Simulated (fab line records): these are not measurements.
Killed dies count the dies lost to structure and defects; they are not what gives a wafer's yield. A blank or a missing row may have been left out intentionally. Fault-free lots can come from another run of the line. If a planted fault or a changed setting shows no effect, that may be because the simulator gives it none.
Which tool did it? | flow nandHarc | 11 lots with 33 wafers sampled at 5 steps, on a route of 1302 steps

WHAT THE GAUGES READ, wafer by wafer
NHARC_A_CHANNEL_HOLE_D2_INSPECT_40.
lot  | measured     | on               | rawDefectCount
L112 | day 13 14:14 | defectInspect-01 | 247 264 203
L115 | day 14 22:45 | defectInspect-02 | 431 489 343
L118 | day 15 12:24 | defectInspect-01 | 380 389 368
L119 | day 16 06:38 | defectInspect-02 | 220 283 182
L120 | day 17 00:13 | defectInspect-02 | 230 147 214
L121 | day 17 07:16 | defectInspect-02 | 204 178 180
L123 | day 17 19:20 | defectInspect-01 | 325 534 452
L125 | day 18 13:31 | defectInspect-01 | 220 165 193
L124 | day 18 15:01 | defectInspect-01 | 279 344 372
L128 | day 20 05:13 | defectInspect-01 | 1196 1064 1045
L129 | day 20 15:21 | defectInspect-01 | 986 928 1057

WHAT TOOL EACH LOT RAN ON (gives the tool, then ch and the chambers of the sampled wafers, and finally the start)
lot  | NHARC_A_CHANNEL_HOLE_D2_ETCH_20 | NHARC_A_CHANNEL_HOLE_D2_ETCH_22 | NHARC_A_CHANNEL_HOLE_D2_ETCH_24 | NHARC_A_CHANNEL_HOLE_D2_ETCH_25
L112 | harEtch-01 ch 0,1, day 13 08:37 | harEtch-01 ch 0,1, day 13 09:22 | harEtch-01 ch 0,1, day 13 10:38 | harEtch-01 ch 0,1, day 13 11:24
L115 | harEtch-02 ch 0,1, day 14 17:07 | harEtch-02 ch 0,1, day 14 17:57 | harEtch-02 ch 0,1, day 14 19:16 | harEtch-02 ch 0,1, day 14 20:05
L118 | harEtch-02 ch 0,1, day 15 06:54 | harEtch-02 ch 0,1, day 15 07:44 | harEtch-02 ch 0,1, day 15 09:04 | harEtch-02 ch 0,1, day 15 09:53
L119 | harEtch-01 ch 1, day 16 01:04   | harEtch-01 ch 1, day 16 01:49   | harEtch-01 ch 1, day 16 03:05   | harEtch-01 ch 1, day 16 03:50
L120 | harEtch-01 ch 0,1, day 16 12:47 | harEtch-01 ch 0,1, day 16 13:32 | harEtch-01 ch 0,1, day 16 14:49 | harEtch-01 ch 0,1, day 16 15:35
L121 | harEtch-01 ch 0,1, day 17 01:38 | harEtch-01 ch 0,1, day 17 02:24 | harEtch-01 ch 0,1, day 17 03:40 | harEtch-01 ch 0,1, day 17 04:26
L123 | harEtch-01 ch 0,1, day 17 13:50 | harEtch-01 ch 0,1, day 17 14:41 | harEtch-01 ch 0,1, day 17 16:00 | harEtch-01 ch 0,1, day 17 16:49
L125 | harEtch-02 ch 0,1, day 18 07:59 | harEtch-02 ch 0,1, day 18 08:47 | harEtch-02 ch 0,1, day 18 10:05 | harEtch-02 ch 0,1, day 18 10:52
L124 | harEtch-01 ch 0,1, day 18 09:34 | harEtch-01 ch 0,1, day 18 10:26 | harEtch-01 ch 0,1, day 18 11:49 | harEtch-01 ch 0,1, day 18 12:38
L128 | harEtch-02 ch 0,1, day 19 23:39 | harEtch-02 ch 0,1, day 20 00:27 | harEtch-02 ch 0,1, day 20 01:45 | harEtch-02 ch 0,1, day 20 02:32
L129 | harEtch-02 ch 0,1, day 20 09:44 | harEtch-02 ch 0,1, day 20 10:29 | harEtch-02 ch 0,1, day 20 11:46 | harEtch-02 ch 0,1, day 20 12:32
- NHARC_A_CHANNEL_HOLE_D2_ETCH_20: etches the open film in C4F8/O2/Ar, time 361.9 s, target depth 1600 nm.
- NHARC_A_CHANNEL_HOLE_D2_ETCH_22: etches the open film in C4F8/O2/Ar, time 666.7 s, target depth 1600 nm.
- NHARC_A_CHANNEL_HOLE_D2_ETCH_24: etches the open film in C4F8/O2/Ar, time 906.2 s, target depth 1500 nm.
- NHARC_A_CHANNEL_HOLE_D2_ETCH_25: etches the open film in C4F8/O2/Ar, time 1040.2 s, target depth 1500 nm.

THE ANSWER, worked out from the rows above alone
Rule: the lots themselves supply what counts as usual. Put in order of their means at a reading, lots are off if they are a third of the lots or fewer, leave a main group of 4 or more, and stand apart from it by a gap of 3 or more times the standard deviation of the main group's means; of several such gaps the widest counts. A main group whose means are all the same, to the digits that the tables above print for the reading, isn't used. Also off: a lot with no number at a reading for which 4 or more lots have one. Where the step has rows for the other lots, those lots are counted as sound.
Off: L128, L129 (NHARC_A_CHANNEL_HOLE_D2_INSPECT_40, rawDefectCount). The main group: mean 290, standard deviation 96.
A tool fits if, at a process step before that reading, it ran every lot that is off, and no sound lot after the first of them. Gauges at NHARC_A_CHANNEL_HOLE_D2_INSPECT_40: tried the same way as those tools. This does not decide it: 2 tools fit, namely harEtch-02 at NHARC_A_CHANNEL_HOLE_D2_ETCH_20 and NHARC_A_CHANNEL_HOLE_D2_ETCH_22 and NHARC_A_CHANNEL_HOLE_D2_ETCH_24 and NHARC_A_CHANNEL_HOLE_D2_ETCH_25 and defectInspect-01 at NHARC_A_CHANNEL_HOLE_D2_INSPECT_40.

WHAT THE SIMULATOR HAD INSERTED
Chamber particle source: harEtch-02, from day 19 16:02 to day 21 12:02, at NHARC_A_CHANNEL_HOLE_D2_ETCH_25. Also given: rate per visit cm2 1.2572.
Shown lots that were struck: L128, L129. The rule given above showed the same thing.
